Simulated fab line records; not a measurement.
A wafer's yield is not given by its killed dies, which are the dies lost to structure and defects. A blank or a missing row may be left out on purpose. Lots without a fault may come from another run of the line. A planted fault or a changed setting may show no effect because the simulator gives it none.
Chamber matching    flow n5_finfet    N5_BEOL_M3_CO_CAP_55 on cvd_co-02: 3 sister chambers
The step material Co, precursor CCTBA/H2, target thk 2 nm, time 102.1 s. 6 wafers are shown with their chamber, then 8 later ones without.

## WAFERS, EACH WITH ITS CHAMBER
wafer   chamber  heater_power_outer_w (W)  heater_power_w (W)
L081.1  2        115                       228
L081.2  1        108                       206
L081.6  1        112                       210
L082.5  0        127                       222
L082.6  2        117                       223
L086.2  0        123                       225

## WAFERS WITHOUT THEIR CHAMBER
wafer   heater_power_outer_w (W)  heater_power_w (W)
L086.5  106                       201
L086.6  129                       226
L087.3  108                       207
L087.5  107                       210
L087.6  128                       229
L091.1  125                       220
L091.5  115                       236
L091.6  129                       228

## EACH ONE'S CHAMBER
wafer   from the rows above  in truth
L086.5  1                    1
L086.6  0                    0
L087.3  1                    1
L087.5  1                    1
L087.6  0                    0
L091.1  0                    0
L091.5  2                    2
L091.6  0                    0
8 of 8 placed correctly. Left unplaced by these rows: 0. Number placed wrongly: 0.
How it was worked out, from the rows above alone: a wafer's distance from a chamber is the root of the sum, over the readings, of the square of ((its reading less the chamber's mean) divided by the reading's scatter). The wafer belongs to the nearest chamber; if the next one is less than 2 further off, it can't be placed. Each chamber's mean is taken over the wafers shown for it. The scatter is the square root of a quotient: the sum, over the shown wafers, of each reading's squared deviation from its chamber's mean, divided by wafers minus chambers.
